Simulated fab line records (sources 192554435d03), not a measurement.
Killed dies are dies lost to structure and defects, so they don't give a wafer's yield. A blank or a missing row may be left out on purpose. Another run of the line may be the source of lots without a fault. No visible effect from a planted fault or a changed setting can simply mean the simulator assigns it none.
Which of the tools did it? ; flow n5-finfet ; Sampling: 11 lots, 33 wafers, 2 of 1938 route steps

WHAT THE GAUGES SHOWED, per wafer
N5_BEOL_M0_SAQP_THK_MEAS_05.
lot;measured;on;thk-nm (nm)
L075;day 5 22:46;film-metro-02;59.3 61.0 60.4
L078;day 6 13:14;film-metro-02;61.0 59.8 61.4
L079;day 6 19:05;film-metro-02;60.2 60.6 62.2
L081;day 7 01:33;film-metro-01;59.9 58.7 60.5
L083;day 7 17:02;film-metro-02;59.9 60.1 59.9
L085;day 8 13:11;film-metro-02;60.3 60.8 60.3
L087;day 8 23:02;film-metro-01;60.2 58.8 60.3
L089;day 9 06:08;film-metro-02;58.9 57.5 60.1
L092;day 10 02:54;film-metro-01;60.1 59.0 61.0
L094;day 10 15:11;film-metro-01;61.9 61.1 60.8
L096;day 10 22:16;film-metro-02;60.5 61.1 61.5

TOOL THAT RAN EACH LOT (tool first, then ch and the chambers of the sampled wafers, then the start)
lot;N5_BEOL_M0_SAQP_PECVD_96
L075;pecvd-01 ch 1,2, day 5 22:35
L078;pecvd-02 ch 0,1,2, day 6 13:04
L079;pecvd-02 ch 0,2, day 6 18:54
L081;pecvd-01 ch 0,1, day 7 01:22
L083;pecvd-02 ch 0,1, day 7 16:52
L085;pecvd-01 ch 0,1, day 8 13:01
L087;pecvd-01 ch 0,1, day 8 22:51
L089;pecvd-04 ch 0,2, day 9 05:57
L092;pecvd-04 ch 0,1, day 10 02:38
L094;pecvd-01 ch 0,1,2, day 10 15:00
L096;pecvd-02 ch 0,2, day 10 22:01
- N5_BEOL_M0_SAQP_PECVD_96: deposits a-Si from SiH4/He, target thk 45 nm, time 45.2 s.

THE ANSWER, worked out from the rows above alone
Rule: the usual values come from the lots themselves. The widest of any qualifying gaps counts: lots, ordered by their means at a reading, are off when they make up no more than a third of the lots, leave a main group of 4 or more, and stand apart from it by 3 or more times the standard deviation of that group's means. If all means in a main group match to the digits the tables above print for the reading, that group is not used. A lot without any number at a reading at which 4 lots or more have one is off too. All remaining lots with rows at the step are treated as sound.
Nothing can be told from this: no lot is off at any reading shown.

WHAT HAD BEEN PUT IN BY THE SIMULATOR
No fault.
